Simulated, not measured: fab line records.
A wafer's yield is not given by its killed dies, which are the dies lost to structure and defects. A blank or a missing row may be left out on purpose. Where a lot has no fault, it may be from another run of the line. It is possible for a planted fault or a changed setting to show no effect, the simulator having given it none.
fab line records :: flow n5Finfet
record:
  lots: 4
  wafers: 12
  lastDay: 18
route steps=1938 shown MOL_CONTACT_COAG@624 BEOL_M0_SAQP@632 BEOL_M0_CUTY@710 BEOL_M4@1111 PASSIVATION@1936
lots with no fault: from the same line, run without faults
startH: the number of hours between the record's first day and the start of the first shown wafer of the lot :: waitH: time in hours since the lot's previous step :: " identical to the entry in the row above :: L1.1+2: a row that stands for several wafers :: - value missing, or start not given :: * or withheld: withheld :: < > ~ a bound
route shown NAME@n: NAME is a module with steps in the file, n the number in the route of the first one :: usual: mean/standard deviation of fault-free wafers :: same: alike in all rows :: chamber/n: place in a boat :: sites: readings site by site :: _std_site: standard deviation across them :: _edge_site: outer sites' mean less inner sites' :: radiusMm: for every site, how far away it sits from the centre of the wafer :: mask NAME#n: copy n :: behind: the last tool/chamber to shape the wafer :: hold: why the lot was held/for how many hours/how that ended :: device: the transistor (n, p or np) that didn't switch :: end of line: the tests these same wafers got at the end of their route :: a step with no rows: only its recipe :: killed: at the first sort, the dies lost to defects and structure; wafer yield is something else :: map: a wafer's dies, x killed, . not, _ none there
set.NAME: the run value of the setting; set.NAME@STEP: its run value at that earlier step :: model.NAME: the simulator's own value behind a step, which no gauge read
lots seen at some steps along the route; tables by step, rows by wafer
services: a tool's chamber out of use, with start hour (startH, from the record's first day; less than 0 if before it), hours out, and reason
== steps ==
step: N5_MOL_CONTACT_COAG_CVD_140
recipe:
  material: W
  targetThkA: 665
  mode: selectiveFill
  tempC: 300
  timeS: 215
step: N5_MOL_CONTACT_COAG_PRECLEAN_127
recipe:
  chemistry: DIW
  timeS: 57.5
  tempC: 23
step: N5_MOL_CONTACT_COAG_SRD_128
recipe:
  dryTimeS: 32
  dry: n2Spin
  spinRpm: 1500
step: N5_MOL_CONTACT_COAG_CMP_52
recipe:
  stopOn: SiO2
  tOverpolishS: 1.5
  postCmpClean: wDiluteNh4oh
  downForcePsi: 4
  platenRpm: 50.289
  padVelocityMS: 1.0006
  targetThkNm: 66.5
step: N5_MOL_CONTACT_COAG_ANNEAL_112
recipe:
  tempC: 400
  timeS: 1800
  ambient: HPD2
  pressureAtm: 10
step: N5_BEOL_M0_SAQP_PECVD_00
recipe:
  material: SiCN
  targetThkA: 80
  tempC: withheld
  precursor: 3MS/NH3
  pressureTorr: 3
  rfW: 202
  timeS: 14
step: N5_BEOL_M0_SAQP_ILD_DEP_01
recipe:
  material: SiOC
  targetThkA: 454.19
  tempC: 350
  precursor: DEMS/O2
  pressureTorr: 5
  rfW: 500
  timeS: 8.7
step: N5_BEOL_M0_SAQP_HM_DEP_02
recipe:
  material: TiN
  targetThkA: 120
  tempC: 25
  chamberPressurePa: 0.49996
step: N5_BEOL_M0_SAQP_PECVD_03
recipe:
  material: SiCN
  targetThkA: 120
  tempC: withheld
  precursor: 3MS/NH3
  pressureTorr: 3
  rfW: 202
  timeS: 21.1
step: N5_BEOL_M0_SAQP_PECVD_96
recipe:
  material: a-Si
  targetThkA: 450
  tempC: 350
  precursor: SiH4/He
  pressureTorr: 3
  rfW: 100
  timeS: 45.2
usual:
  chamberPressureTorr: 3.000/0.0068
  heaterPowerW: 628/63
  showerheadPlenumPTorr: 5.70/0.076
  throttleValvePct: 18.2/0.99
lot.wafer: L450.2
tool: pecvd-03
chamber: 2
startH: 148.46
waitH: 0.0
chamberPressureTorr: 3.000
heaterPowerW: 609
showerheadPlenumPTorr: 5.63
sinceWetCleanH: 2121
throttleValvePct: 18.3

lot.wafer: L450.4
tool: pecvd-03
chamber: 2
startH: 148.46
waitH: 0.0
chamberPressureTorr: 2.998
heaterPowerW: 625
showerheadPlenumPTorr: 5.60
sinceWetCleanH: -
throttleValvePct: 18.6

lot.wafer: L450.5
tool: pecvd-03
chamber: 2
startH: 148.46
waitH: 0.0
chamberPressureTorr: 3.006
heaterPowerW: 637
showerheadPlenumPTorr: 5.62
sinceWetCleanH: -
throttleValvePct: 18.5

lot.wafer: L458.1
tool: pecvd-03
chamber: 1
startH: 252.64
waitH: 0.0
chamberPressureTorr: 2.999
heaterPowerW: 700
showerheadPlenumPTorr: 5.60
sinceWetCleanH: 1500
throttleValvePct: 18.7

lot.wafer: L458.3
tool: pecvd-03
chamber: 0
startH: 252.64
waitH: 0.0
chamberPressureTorr: 3.005
heaterPowerW: 669
showerheadPlenumPTorr: 5.70
sinceWetCleanH: 775
throttleValvePct: 18.7

lot.wafer: L458.6
tool: pecvd-03
chamber: 1
startH: 252.64
waitH: 0.0
chamberPressureTorr: 2.994
heaterPowerW: 697
showerheadPlenumPTorr: 5.58
sinceWetCleanH: -
throttleValvePct: 18.6

lot.wafer: L459.2
tool: pecvd-02
chamber: 2
startH: 252.70
waitH: 0.0
chamberPressureTorr: 3.016
heaterPowerW: 631
showerheadPlenumPTorr: 5.61
sinceWetCleanH: 189
throttleValvePct: 16.9

lot.wafer: L459.3
tool: pecvd-02
chamber: 1
startH: 252.70
waitH: 0.0
chamberPressureTorr: 3.001
heaterPowerW: 555
showerheadPlenumPTorr: 5.66
sinceWetCleanH: 1682
throttleValvePct: 17.7

lot.wafer: L459.6
tool: pecvd-02
chamber: 0
startH: 252.70
waitH: 0.0
chamberPressureTorr: 2.997
heaterPowerW: 512
showerheadPlenumPTorr: 5.78
sinceWetCleanH: -
throttleValvePct: 18.1

lot.wafer: L461.3
tool: pecvd-03
chamber: 1
startH: 252.82
waitH: 0.0
chamberPressureTorr: 2.999
heaterPowerW: 724
showerheadPlenumPTorr: 5.62
sinceWetCleanH: 1500
throttleValvePct: 18.5

lot.wafer: L461.4
tool: pecvd-03
chamber: 0
startH: 252.82
waitH: 0.0
chamberPressureTorr: 2.998
heaterPowerW: 664
showerheadPlenumPTorr: 5.69
sinceWetCleanH: -
throttleValvePct: 18.6

lot.wafer: L461.6
tool: pecvd-03
chamber: 2
startH: 252.82
waitH: 0.0
chamberPressureTorr: 3.002
heaterPowerW: 687
showerheadPlenumPTorr: 5.60
sinceWetCleanH: -
throttleValvePct: 16.4
step: N5_BEOL_M0_SAQP_PECVD_97
recipe:
  material: SiNx
  targetThkA: 230
  tempC: 350
  precursor: SiH4/NH3/N2
  pressureTorr: 1.5
  rfW: 300
  timeS: 19.9
step: N5_BEOL_M0_SAQP_PECVD_04
recipe:
  material: a-Si
  targetThkA: 600
  tempC: 350
  precursor: SiH4/He
  pressureTorr: 3
  rfW: 100
  timeS: 60.2
step: N5_BEOL_M0_SAQP_HM_DEP_111
recipe:
  material: SiO2
  targetThkA: 120
  tempC: 400
  precursor: SiH4/N2O
  pressureTorr: 0.75
  rfW: 275
  timeS: 7.2
step: N5_BEOL_M0_SAQP_COAT_81
recipe:
  resist: SOC
  tempC: 250
  timeS: 60
  spinRpm: 1500
  resistThkNm: 100
step: N5_BEOL_M0_SAQP_COAT_82
recipe:
  resist: SiARC
  tempC: 220
  timeS: 60
  spinRpm: 1500
  resistThkNm: 30
step: N5_BEOL_M0_SAQP_COAT_08
recipe:
  resist: CAR-ArF
  spinRpm: 1500
  resistThkNm: 90
step: N5_BEOL_M0_SAQP_EBR_10
recipe:
  solvent: PGMEA
  ebrWidthMm: 1.5
step: N5_BEOL_M0_SAQP_SOFTBAKE_09
recipe:
  tempC: 110
  timeS: 60
  resist: CAR-ArF
step: N5_BEOL_M0_SAQP_EXPOSE_11
recipe:
  maskId: M0_CORE
  na: 1.35
  sourceShape: dipole
  sigmaInner: 0.538
  sigmaOuter: 0.738
  polarization: te
  targetCdNm: 42
  doseMj: 55
step: N5_BEOL_M0_SAQP_PEB_12
recipe:
  pebTempC: withheld
  pebTimeS: 60
  resist: CAR-ArF
step: N5_BEOL_M0_SAQP_DEVELOP_13
recipe:
  developTimeS: 30
  developer: TMAH
  resist: CAR-ArF
  devTempC: 23
  rinseLiquid: diw
  dry: airSpin
step: N5_BEOL_M0_SAQP_INSPECT_16
recipe:
  mode: adi
  inspectInstrument: brightfield
usual:
  rawDefectCount: 519/130
lot.wafer: L450.2
tool: defectInspect-02
chamber: -
startH: 149.25
waitH: 0.0
rawDefectCount: 328

lot.wafer: L450.4
tool: defectInspect-02
chamber: -
startH: 149.25
waitH: 0.0
rawDefectCount: 385

lot.wafer: L450.5
tool: defectInspect-02
chamber: -
startH: 149.25
waitH: 0.0
rawDefectCount: 646

lot.wafer: L458.1
tool: defectInspect-01
chamber: -
startH: 253.41
waitH: 0.0
rawDefectCount: 713

lot.wafer: L458.3
tool: defectInspect-01
chamber: -
startH: 253.41
waitH: 0.0
rawDefectCount: 1365

lot.wafer: L458.6
tool: defectInspect-01
chamber: -
startH: 253.41
waitH: 0.0
rawDefectCount: 754

lot.wafer: L459.2
tool: defectInspect-01
chamber: -
startH: 253.57
waitH: 0.0
rawDefectCount: 468

lot.wafer: L459.3
tool: defectInspect-01
chamber: -
startH: 253.57
waitH: 0.0
rawDefectCount: 434

lot.wafer: L459.6
tool: defectInspect-01
chamber: -
startH: 253.57
waitH: 0.0
rawDefectCount: 439

lot.wafer: L461.3
tool: defectInspect-01
chamber: -
startH: 253.65
waitH: 0.0
rawDefectCount: 470

lot.wafer: L461.4
tool: defectInspect-01
chamber: -
startH: 253.65
waitH: 0.0
rawDefectCount: 1250

lot.wafer: L461.6
tool: defectInspect-01
chamber: -
startH: 253.65
waitH: 0.0
rawDefectCount: 403
step: N5_BEOL_M0_SAQP_DESCUM_19
recipe:
  chemistry: O2
  timeS: 7.9
  sourcePowerW: 50
  biasPowerW: 20
  pressureMtorr: 20
  rfFrequencyHz: 2.712e+07
  tempC: 40
  resist: CAR-ArF
  o2FlowSccm: 225
step: N5_BEOL_M0_SAQP_ETCH_83
recipe:
  chemistry: CF4
  target: SiARC
  targetDepthA: 390
  maskMaterial: CAR-ArF
  timeS: 65
  ionEnergyEv: 80
  pressureMtorr: 40
  sourceW: 545
  biasW: 36
  Ar_flow_sccm: 100
  cf4FlowSccm: 100
  ends: cleared
step: N5_BEOL_M0_SAQP_ETCH_84
recipe:
  chemistry: N2/H2
  target: SOC
  targetDepthA: 1000
  overetchA: 200
  maskMaterial: SiARC
  tempC: 40
  timeS: 150
  ionEnergyEv: 200
  pressureMtorr: 30
  sourceW: 840
  biasW: 150
  n2FlowSccm: 200
  h2FlowSccm: 200
step: N5_BEOL_M0_SAQP_STRIP_80
recipe:
  chemistry: N2/H2
  tempC: 40
  n2FlowSccm: 200
  h2FlowSccm: 200
  rfFrequencyHz: 6e+07
step: N5_BEOL_M0_SAQP_HM_OPEN_112
recipe:
  chemistry: CHF3/O2
  target: SiO2
  stopOn: a-Si
  targetDepthA: 120
  overEtchFrac: 1.25
  maskMaterial: SOC
  timeS: 13.5
  pressureMtorr: 30
  sourceW: 650
  biasW: 170
  Ar_flow_sccm: 200
  CHF3_flow_sccm: 50
  O2_flow_sccm: 5
  ionEnergyEv: 200
  ends: endPoint
step: N5_BEOL_M0_SAQP_STRIP_113
recipe:
  chemistry: CHF3/O2
  resist: SiARC
  rfFrequencyHz: 6e+07
step: N5_BEOL_M0_SAQP_MANDREL_ETCH_20
recipe:
  targetDepthA: 600
  chemistry: HBr/Cl2
  target: a-Si
  stopOn: SiNx
  btTimeS: 10
  maskMaterial: SOC
  overEtchFrac: 0.5
  timeS: 30
  pressureMtorr: 10
  icpW: 800
  biasW: 75
  HBr_flow_sccm: 150
  Cl2_flow_sccm: 80
  ends: endPoint
step: N5_BEOL_M0_SAQP_STRIP_86
recipe:
  chemistry: N2/H2
  powerW: 500
  tempC: 40
  pressureMtorr: 50
  rfFrequencyHz: 6e+07
  overashFraction: 0.3
  biasPowerW: 28
  h2Frac: 0.5
  n2FlowSccm: 300
  h2FlowSccm: 300
step: N5_BEOL_M0_SAQP_STRIP_115
recipe:
  chemistry: postEtchResidueRemover
  timeS: 60
  tempC: 25
  removerPh: withheld
  removerWaterWtPct: withheld
  removerFluorideWtPct: withheld
step: N5_BEOL_M0_SAQP_SRD_93
recipe:
  dry: ipaMarangoni
  timeS: 30
  tempC: 23
  rinseLiquid: diw
step: N5_BEOL_M0_SAQP_RECESS_114
recipe:
  chemistry: HF/NH3
  target: SiO2
  targetDepthA: 144
  afsCycles: 3
  tempC: 30
  sublimationTempC: 180
  sublimationTimeS: 60
step: N5_BEOL_M0_SAQP_SPACER1_ALD_98
recipe:
  material: SiO2
  targetThkA: 128
  tempC: 300
  aldPrecursorFamily: BDEAS
  aldCoReactant: O2-plasma
  pulseTimeS: 1
  purgeTimeS: 2
  coReactantPurgeTimeS: 2
  aldCycles: 138
  pressureTorr: 2
step: N5_BEOL_M0_SAQP_SPACER1_ETCHBACK_99
recipe:
  chemistry: CHF3/O2
  mode: anisotropicEtchback
  target: SiO2
  targetDepthA: 154
  timeS: 7.7
  pressureMtorr: 30
  sourceW: 650
  biasW: 170
  Ar_flow_sccm: 200
  CHF3_flow_sccm: 50
  O2_flow_sccm: 5
  ionEnergyEv: 200
step: N5_BEOL_M0_SAQP_MANDREL1_REMOVE_100
recipe:
  chemistry: HBr/Cl2/O2
  btTimeS: 10
  target: a-Si
  stopOn: SiNx
  endpoint: OES-SiCl
  overEtchFrac: 0.85
  icpW: 600
  biasW: 30
  HBr_flow_sccm: 150
  Cl2_flow_sccm: 80
  O2_flow_sccm: 5
  pressureMtorr: 10
step: N5_BEOL_M0_SAQP_INSPECT_42
recipe:
  mode: adi
  inspectInstrument: brightfield
usual:
  rawDefectCount: 286/82
lot.wafer: L450.2
tool: defectInspect-02
chamber: -
startH: 166.84
waitH: 0.0
rawDefectCount: 265

lot.wafer: L450.4
tool: defectInspect-02
chamber: -
startH: 166.84
waitH: 0.0
rawDefectCount: 368

lot.wafer: L450.5
tool: defectInspect-02
chamber: -
startH: 166.84
waitH: 0.0
rawDefectCount: 328

lot.wafer: L458.1
tool: defectInspect-01
chamber: -
startH: 261.08
waitH: 0.1
rawDefectCount: 529

lot.wafer: L458.3
tool: defectInspect-01
chamber: -
startH: 261.08
waitH: 0.1
rawDefectCount: 1040

lot.wafer: L458.6
tool: defectInspect-01
chamber: -
startH: 261.08
waitH: 0.1
rawDefectCount: 396

lot.wafer: L459.2
tool: defectInspect-01
chamber: -
startH: 263.33
waitH: 0.0
rawDefectCount: 236

lot.wafer: L459.3
tool: defectInspect-01
chamber: -
startH: 263.33
waitH: 0.0
rawDefectCount: 282

lot.wafer: L459.6
tool: defectInspect-01
chamber: -
startH: 263.33
waitH: 0.0
rawDefectCount: 300

lot.wafer: L461.3
tool: defectInspect-01
chamber: -
startH: 264.18
waitH: 0.0
rawDefectCount: 246

lot.wafer: L461.4
tool: defectInspect-01
chamber: -
startH: 264.18
waitH: 0.0
rawDefectCount: 893

lot.wafer: L461.6
tool: defectInspect-01
chamber: -
startH: 264.18
waitH: 0.0
rawDefectCount: 330
step: N5_BEOL_M0_CUTY_INSPECT_59
recipe:
  mode: adi
  inspectInstrument: macro
usual:
  rawDefectCount: 2.1/1.5
lot.wafer: L450.2
tool: defectInspect-01
chamber: -
startH: 169.36
waitH: 0.0
rawDefectCount: 1

lot.wafer: L450.4
tool: defectInspect-01
chamber: -
startH: 169.36
waitH: 0.0
rawDefectCount: 3

lot.wafer: L450.5
tool: defectInspect-01
chamber: -
startH: 169.36
waitH: 0.0
rawDefectCount: 5

lot.wafer: L458.1
tool: defectInspect-01
chamber: -
startH: 263.26
waitH: 0.0
rawDefectCount: 2

lot.wafer: L458.3
tool: defectInspect-01
chamber: -
startH: 263.26
waitH: 0.0
rawDefectCount: >300

lot.wafer: L458.6
tool: defectInspect-01
chamber: -
startH: 263.26
waitH: 0.0
rawDefectCount: 1

lot.wafer: L459.2
tool: defectInspect-01
chamber: -
startH: 265.24
waitH: 0.0
rawDefectCount: 2

lot.wafer: L459.3
tool: defectInspect-01
chamber: -
startH: 265.24
waitH: 0.0
rawDefectCount: 3

lot.wafer: L459.6
tool: defectInspect-01
chamber: -
startH: 265.24
waitH: 0.0
rawDefectCount: 0

lot.wafer: L461.3
tool: defectInspect-01
chamber: -
startH: 266.27
waitH: 0.0
rawDefectCount: 4

lot.wafer: L461.4
tool: defectInspect-01
chamber: -
startH: 266.27
waitH: 0.0
rawDefectCount: >300

lot.wafer: L461.6
tool: defectInspect-01
chamber: -
startH: 266.27
waitH: 0.0
rawDefectCount: 3
step: N5_BEOL_M4_RC_MEAS_101
usual:
  DIBL_N: 36.5/1.2
  DIBL_P: 36.5/1.6
  IOFF_N: 0.162/0.023
  IOFF_P: 0.221/0.03
  ION_N: 678/8
  ION_P: 466/6.3
  SS_N: 71.6/0.46
  SS_P: 73.3/0.57
  VT_N: 249.2/2.6
  VT_P: -249/3.3
lot.wafer: L450.2
tool: prober-02
chamber: 0
startH: 254.99
waitH: 0.2
DIBL_N[mV/V]: 36.7
DIBL_P[mV/V]: 37.4
IOFF_N[nA/um]: 0.147
IOFF_P[nA/um]: 0.180
ION_N[uA/um]: 676
ION_P[uA/um]: 458
SS_N[mV/dec]: 71.2
SS_P[mV/dec]: 73.0
VT_N[mV]: 253.0
VT_P[mV]: -254

lot.wafer: L450.4
tool: prober-02
chamber: 0
startH: 254.99
waitH: 0.2
DIBL_N[mV/V]: 36.0
DIBL_P[mV/V]: 37.2
IOFF_N[nA/um]: 0.143
IOFF_P[nA/um]: 0.176
ION_N[uA/um]: 666
ION_P[uA/um]: 454
SS_N[mV/dec]: 70.7
SS_P[mV/dec]: 74.2
VT_N[mV]: 252.7
VT_P[mV]: -256

lot.wafer: L450.5
tool: prober-02
chamber: 0
startH: 254.99
waitH: 0.2
DIBL_N[mV/V]: 36.7
DIBL_P[mV/V]: 38.4
IOFF_N[nA/um]: 0.163
IOFF_P[nA/um]: 0.199
ION_N[uA/um]: 678
ION_P[uA/um]: 465
SS_N[mV/dec]: 71.6
SS_P[mV/dec]: 73.3
VT_N[mV]: 248.5
VT_P[mV]: -251

lot.wafer: L458.1
tool: prober-02
chamber: 0
startH: 312.30
waitH: 0.0
DIBL_N[mV/V]: 36.4
DIBL_P[mV/V]: 36.1
IOFF_N[nA/um]: 0.158
IOFF_P[nA/um]: 0.201
ION_N[uA/um]: 679
ION_P[uA/um]: 463
SS_N[mV/dec]: 71.0
SS_P[mV/dec]: 72.4
VT_N[mV]: 250.3
VT_P[mV]: -251

lot.wafer: L458.3
tool: prober-02
chamber: 0
startH: 312.30
waitH: 0.0
DIBL_N[mV/V]: 36.2
DIBL_P[mV/V]: 35.2
IOFF_N[nA/um]: 0.147
IOFF_P[nA/um]: 0.186
ION_N[uA/um]: 672
ION_P[uA/um]: 454
SS_N[mV/dec]: 71.3
SS_P[mV/dec]: 73.0
VT_N[mV]: 252.0
VT_P[mV]: -253

lot.wafer: L458.6
tool: prober-02
chamber: 0
startH: 312.30
waitH: 0.0
DIBL_N[mV/V]: 36.1
DIBL_P[mV/V]: 35.6
IOFF_N[nA/um]: 0.155
IOFF_P[nA/um]: 0.191
ION_N[uA/um]: 670
ION_P[uA/um]: 461
SS_N[mV/dec]: 71.5
SS_P[mV/dec]: 72.4
VT_N[mV]: 247.4
VT_P[mV]: -252

lot.wafer: L459.2
tool: prober-02
chamber: 0
startH: 320.44
waitH: 0.2
DIBL_N[mV/V]: 34.9
DIBL_P[mV/V]: 36.5
IOFF_N[nA/um]: 0.133
IOFF_P[nA/um]: 0.208
ION_N[uA/um]: 674
ION_P[uA/um]: 470
SS_N[mV/dec]: 71.5
SS_P[mV/dec]: 74.0
VT_N[mV]: 253.0
VT_P[mV]: -247

lot.wafer: L459.3
tool: prober-02
chamber: 0
startH: 320.44
waitH: 0.2
DIBL_N[mV/V]: 34.6
DIBL_P[mV/V]: 36.6
IOFF_N[nA/um]: 0.132
IOFF_P[nA/um]: 0.221
ION_N[uA/um]: 677
ION_P[uA/um]: 472
SS_N[mV/dec]: 71.0
SS_P[mV/dec]: 73.5
VT_N[mV]: 251.1
VT_P[mV]: -246

lot.wafer: L459.6
tool: prober-02
chamber: 0
startH: 320.44
waitH: 0.2
DIBL_N[mV/V]: 34.5
DIBL_P[mV/V]: 35.4
IOFF_N[nA/um]: 0.123
IOFF_P[nA/um]: 0.193
ION_N[uA/um]: 672
ION_P[uA/um]: 466
SS_N[mV/dec]: 72.4
SS_P[mV/dec]: 73.1
VT_N[mV]: 255.7
VT_P[mV]: -250

lot.wafer: L461.3
tool: prober-01
chamber: 0
startH: 324.04
waitH: 0.3
DIBL_N[mV/V]: 37.6
DIBL_P[mV/V]: 41.0
IOFF_N[nA/um]: 0.226
IOFF_P[nA/um]: 0.292
ION_N[uA/um]: 692
ION_P[uA/um]: 478
SS_N[mV/dec]: 72.8
SS_P[mV/dec]: 73.8
VT_N[mV]: 243.8
VT_P[mV]: -244

lot.wafer: L461.4
tool: prober-01
chamber: 0
startH: 324.04
waitH: 0.3
DIBL_N[mV/V]: 34.6
DIBL_P[mV/V]: 37.4
IOFF_N[nA/um]: 0.157
IOFF_P[nA/um]: 0.224
ION_N[uA/um]: 685
ION_P[uA/um]: 474
SS_N[mV/dec]: 71.3
SS_P[mV/dec]: 73.6
VT_N[mV]: 246.7
VT_P[mV]: -248

lot.wafer: L461.6
tool: prober-01
chamber: 0
startH: 324.04
waitH: 0.3
DIBL_N[mV/V]: 34.3
DIBL_P[mV/V]: 36.7
IOFF_N[nA/um]: 0.150
IOFF_P[nA/um]: 0.209
ION_N[uA/um]: 679
ION_P[uA/um]: 464
SS_N[mV/dec]: 72.0
SS_P[mV/dec]: 72.6
VT_N[mV]: 247.5
VT_P[mV]: -249
step: N5_PASSIVATION_PROBE_49
usual:
  defectLimitedYield: 91.2/1.3
  killed_at_M0_to_M3: 34/9.2
  killed_at_M4_up: 14/5
  killedAtContacts: 13/6.7
  killedAtFrontEnd: 39/12
  killedAtOther: 4/3.3
  killedDies: 104/15
  killedOpen: 68/12
  killedShort: 34/7.5
  sort_bin_5_function: 5.2/0.87
  sort_bin_6_memory: 3.3/0.63
  sortNPass: 1076/15
  sortYieldPct: 91.2/1.3
same:
  grossDies: 1180
  killedAtBackSide: 0
  sort_bin_4_leakage[%]: 0
  sort_bin_8_speed[%]: 0
lot.wafer: L458.3
tool: prober-01
chamber: -
startH: 420.41
waitH: 0.1
defectLimitedYield[%]: 81.9
killed_at_M0_to_M3: 165
killed_at_M4_up: 8
killedAtContacts: 11
killedAtFrontEnd: 28
killedAtOther: 1
killedDies: 213
killedOpen: 65
killedShort: 23
sort_bin_5_function[%]: 12.0
sort_bin_6_memory[%]: 3.8
sortNPass: 967
sortYieldPct[%]: 81.9

lot.wafer: L461.4
tool: prober-02
chamber: -
startH: 438.18
waitH: 0.6
defectLimitedYield[%]: 79.6
killed_at_M0_to_M3: 161
killed_at_M4_up: 14
killedAtContacts: 15
killedAtFrontEnd: 38
killedAtOther: 13
killedDies: 241
killedOpen: 69
killedShort: 40
sort_bin_5_function[%]: 12.5
sort_bin_6_memory[%]: 5.8
sortNPass: 939
sortYieldPct[%]: 79.6
killed by level:class
L458.3 BEOL_M0_SAQP:unspecified=125 BEOL_M1:geometricParticle:open=17 MOL_CONTACT_COAG:geometricParticle:open=10 FIN_SAQP:geometricParticle:short=8 BEOL_M2:geometricParticle:open=8 STI_FIN_REVEAL:geometricParticle:open=5 FIN_SAQP:geometricParticle:open=4 BEOL_M0_SAQP:geometricParticle:short=4
L461.4 BEOL_M0_SAQP:unspecified=128 MOL_CONTACT_COAG:geometricParticle:open=14 FIN_SAQP:geometricParticle:short=12 BEOL_M2:geometricParticle:open=11 BEOL_M4:geometricParticle:open=9 DUMMY_GATE:geometricParticle:open=7 PASS1_CAP:geometricParticle:open=6 GATE_CUT:geometricParticle:short=5
map L458.3 (x killed, . not)
_________________............________________
______________x...............x._____________
___________x.....x..x.......x......__________
__________.x........................_________
________..........x........x.........._______
_______..............xx.x.....x........______
______.......x.x....x..x...........x.x.._____
_____.....xx..x.........x...........x....____
____...........x....x..................x..___
___...........x......x...............x.....__
___....................x...................__
__.................x.........x.............._
__.......x...x.....x..xx........x..........._
_.....................................x......
_................x...........xx.x.x.x........
_..........................x.xxxxxxx.........
_.......................xxxxxxxxxxxxxx..x....
_...........x......x..x..xxxxxxxxxxxxx.x.....
_.........x..............xxxxxxxxxxxx....x...
_.x...x.x.........x...x.xxxxxxxxxxxx...x...x.
_........x.x............xxxxxxxxxxxxx..x.....
__.................x.x..xxxxxxxxxxxxxx.x.x.._
__....x.......x..........xxxxxxxxxxxx.x....._
___.x..............x...x.xx.xxxxxxxx.x.....__
___..........x......x.....x.xx.x.x.xx......__
____.....x....x...........x...x..x.x......___
_____.........x.....x..x......x..........____
______xx..................x.x......x...._____
_______.....x..........x...............______
________.....................x........_______
__________......x...............x..._________
___________........................__________
______________.x................_____________
_________________.......x....________________
map L461.4 (x killed, . not)
_________________.....xx.....________________
______________........x........._____________
___________....xx.........x......x.__________
__________.x............x...x..x..x._________
________......x......................._______
_______................................______
______.x.x.x..x.xx......................_____
_____.x........x.......................x.____
____.x........................x...........___
___....x....x...........x.............xx...__
___...............................x........__
__..x................x..........x.x.x.....x._
__.x......................x.xx.........x...._
_.........x.............x.x..x.x..x...x......
_..............x..x....xx..x..x..x.xx..x.....
_x.....................xx..xxxxxxxxxx.x.x....
_.x.......x............xx.xxxxxxxxxx.x.....x.
_......x.................xx.xxxxxxxxx..x.....
_...........x...x..x.....xxxxxxxxxxxxx.......
_x.x.......x...........xxxxxxxxxxxxxxx...x...
_................x.....xxxxxxxxxxxxxxxx......
__......x..........x....xxxxxxxxxxxxx...x..._
__xx..................xxxxxxxxxxxxxx........_
___....x.x..x.x..x........x.xxxxxx.xxxxx...__
___...................x.x..x.xx....x..x....__
____..x...............x....x.x.xxxx.......___
_____................x..........x...x.x..____
______...x.....x...x.x........x...x..x.._____
_______.......................x......x.______
________.......x......x......x........_______
__________............x....x.....x.._________
___________...x............x.......__________
______________.......x.........._____________
_________________.........x..________________
== services ==
tool: pecvd-02
chamber: 1
startH: 133.62
hours: 50.0
kind: repair

tool: pecvd-03
chamber: 1
startH: 146.92
hours: 6.6
kind: repair

tool: pecvd-02
chamber: 0
startH: 169.29
hours: 4.4
kind: repair

tool: pecvd-02
chamber: 2
startH: 179.60
hours: 2.1
kind: scheduledDown

tool: pecvd-03
chamber: 2
startH: 202.38
hours: -
kind: clean

tool: pecvd-03
chamber: 2
startH: 202.38
hours: -
kind: consumableReplace:showerhead

tool: pecvd-03
chamber: 2
startH: 202.38
hours: 29.0
kind: scheduledDown

tool: pecvd-03
chamber: 2
startH: 202.38
hours: 29.0
kind: ventCycle

tool: pecvd-02
chamber: 2
startH: 221.88
hours: 5.5
kind: scheduledDown

tool: pecvd-02
chamber: -
startH: 223.04
hours: 0.3
kind: repair
== key ==
firstSign:
  step: N5_BEOL_M0_SAQP_INSPECT_16
  reading: rawDefectCount
  direction: up
  sigmas: 5.9
  usual: 519
  struck: 1308
effect:
  step: N5_BEOL_M0_SAQP_INSPECT_42
  reading: rawDefectCount
  direction: up
  sigmas: 8.3
  usual: 286
  struck: 966
effect:
  step: N5_BEOL_M0_CUTY_INSPECT_59
  reading: rawDefectCount
  direction: up
  sigmas: 99+
  usual: 2.1
  struck: >300
effect:
  step: N5_PASSIVATION_PROBE_49
  reading: killed_at_M0_to_M3
  direction: up
  sigmas: 14
  usual: 34
  struck: 163
moreKillsBornAt:
  N5_BEOL_M0_SAQP_PECVD_96@pecvd-03: 253
metAt N5_BEOL_M0_SAQP_PECVD_96
struckWafers L458.3,L461.4
fault:
  kind: chamberParticleSource
  tool: pecvd-03
  chamber: 0
  onsetH: 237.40
  steps: N5_BEOL_M0_SAQP_PECVD_96
  ratePerVisitCm2: 1.0223
  endH: 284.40
